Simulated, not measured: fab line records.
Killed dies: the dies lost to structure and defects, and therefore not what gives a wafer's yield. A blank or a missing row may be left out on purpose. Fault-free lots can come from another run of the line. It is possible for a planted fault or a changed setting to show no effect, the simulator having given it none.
Struck lot and sound lot, side by side -- flow nand_harc -- 40 steps out of a route of 1302
Sound: the wafers L360.1, L360.5, L360.6. Struck: wafers L365.2, L365.3, L365.5. At the end, the cause is stated.
Per side, at each step with rows, come the tool, then ch with its chambers, and then its first start. Under that, the readings that differ: sound wafers -- struck wafers -- difference of the means -- sigmas: that difference in standard deviations of wafers without a fault.
alike: words and numbers the same on both sides, and readings whose means are apart by under 2 such deviations; not compared: readings that were withheld, readings missing a value for some wafer, numbers with overlapping values and no deviation given by the record, and bounds like >300 which may hide the same value.
Wherever a step has rows on one side only, a row that says differs or no value, or a row with sigmas, the two part there. Numbers that have no deviation but don't overlap get no sigmas and don't part them. Lack of a reading on every wafer of one side parts them only where that side has two or more wafers.

first, 3 steps without rows for these wafers: NHARC_P_M1_EXPOSE_06 (exposes mask P M1, target cd 130 nm); NHARC_P_M1_PEB_07 (peb time 65 s); NHARC_P_M1_DEVELOP_08 (develop time 35 s).
NHARC_P_M1_CD_MEAS_09 targets a cd of 130 nm.
  sound on cd_sem-01 ch 0, day 6 19:41; struck on cd_sem-01 ch 0, day 8 15:12
  alike: cd_nm
NHARC_P_M1_OVL_MEAS_10: pitch 260 nm.
  sound on overlay-02, day 6 19:46; struck on overlay-02, day 8 15:17
  alike: overlay_x_nm, overlay_y_nm
NHARC_P_M1_INSPECT_11:
  sound on defect_inspect-02, day 6 19:49; struck on defect_inspect-02, day 8 15:19
  alike: raw_defect_count
then, 2 steps without rows for these wafers: NHARC_P_M1_DESCUM_14 (chemistry O2, time 3 s); NHARC_P_M1_ETCH_35 (etches the open film in N2/H2, target depth 40 nm, overetch 12 nm, time 43.94 s).
NHARC_P_M1_ETCH_15: etches the open film in C4F8/Ar, target depth 182.5 nm, time 91.2 s.
  sound on rie_diel-01 ch 2,3; struck on rie_diel-01 ch 0,1,2
  alike: bias_w, oes_product_au, rf_vpp_V
  not compared: rf_hours_counter_h
NHARC_P_M1_CD_MEAS_16:
  sound on cd_sem-02, day 6 20:10; struck on cd_sem-03, day 8 15:41
  alike: cd_nm
then, 2 steps without rows for these wafers: NHARC_P_M1_STRIP_18 (strips in N2/H2); NHARC_P_M1_ETCH_28 (etches the open film in CF4/N2, target depth 30 nm, time 72.99 s).
NHARC_P_M1_STRIP_19: strips in post etch residue remover, time 600 s.
  sound on wet_bench-08 ch 0,4,7, day 6 20:37; struck on wet_bench-08 ch 0,1,7, day 8 16:08
NHARC_P_M1_DEGAS_29: time 60 s.
  sound on pvd_sputter-01, day 6 20:55; struck on pvd_sputter-01, day 8 16:24
  alike: heater_power_w, susceptor_temp_C
NHARC_P_M1_PRE_CLEAN_30: time 30 s.
  sound on pvd_sputter-01; struck on pvd_sputter-01
  alike: heater_power_w
  not compared: susceptor_temp_C
then, 1 step without rows for these wafers: NHARC_P_M1_PVD_20 (deposits TaN, target thk 5 nm, time 8.06 s).
NHARC_P_M1_PVD_21: deposits Cu, target thk 30 nm, time 20.49 s.
  sound on pvd_sputter-01; struck on pvd_sputter-01
  alike: throttle_valve_pct
then, 3 steps without rows for these wafers: NHARC_P_M1_ECD_22 (material Cu, target thk 400 nm); NHARC_P_M1_ANNEAL_31 (time 90 s); NHARC_P_M1_CMP_23 (polishes, t overpolish 20 s, target thk 157.82 nm).
NHARC_P_M1_THK_MEAS_24: measures by xrf.
  sound on film_metro-02, day 6 22:17; struck on film_metro-02, day 8 17:48
  alike: thk_nm
following that, these wafers have no rows for 1 step: NHARC_P_M1_SRD_25.
NHARC_P_M1_PRE_CLEAN_32: time 12 s.
  sound on pecvd-04 ch 0,1,2, day 6 22:32; struck on pecvd-04 ch 0,2, day 8 18:01
  alike: heater_power_w, susceptor_temp_C
then, 11 steps without rows for these wafers: NHARC_P_M1_DEP_33 (deposits SiCN, target thk 30 nm); NHARC_P_M2_DEP_00 (deposits SiOC, target thk 182.5 nm); NHARC_P_M2_DEHYDRATE_01 (time 120 s); NHARC_P_M2_HMDS_02 (time 30 s); NHARC_P_M2_COAT_34 (time 65 s); NHARC_P_M2_COAT_03 (resist thk 90 nm); NHARC_P_M2_SOFTBAKE_04 (time 55 s); NHARC_P_M2_EBR_05; NHARC_P_M2_EXPOSE_06 (exposes mask P M2, target cd 170 nm); NHARC_P_M2_PEB_07 (peb time 65 s); NHARC_P_M2_DEVELOP_08 (develop time 35 s).
NHARC_P_M2_CD_MEAS_09 targets a cd of 170 nm.
  sound on cd_sem-02 ch 0, day 6 23:51; struck on cd_sem-01 ch 0, day 8 19:21
  alike: cd_nm
NHARC_P_M2_OVL_MEAS_10: pitch 340 nm.
  sound on overlay-01, day 6 23:56; struck on overlay-02, day 8 19:27
  alike: overlay_x_nm, overlay_y_nm
then, 3 steps without rows for these wafers: NHARC_P_M2_DESCUM_14 (chemistry O2, time 3 s); NHARC_P_M2_ETCH_35 (etches the open film in N2/H2, target depth 40 nm, overetch 12 nm, time 43.94 s); NHARC_P_M2_ETCH_15 (etches the open film in C4F8/Ar, target depth 182.5 nm, time 91.2 s).
-- jump in the record: it breaks off in module P_M2 and resumes in module END (first step shown: number 1302 of the route), and 18 days separate the struck wafers' starts before and after --
NHARC_END_SORT_01:
  at this point the record logs the struck wafers (prober-01 ch 0, day 26 21:05) and has no rows for the sound ones

== WHERE THEY PART ==
Only at NHARC_END_SORT_01, within this record.

WHY: whatever the simulator had introduced
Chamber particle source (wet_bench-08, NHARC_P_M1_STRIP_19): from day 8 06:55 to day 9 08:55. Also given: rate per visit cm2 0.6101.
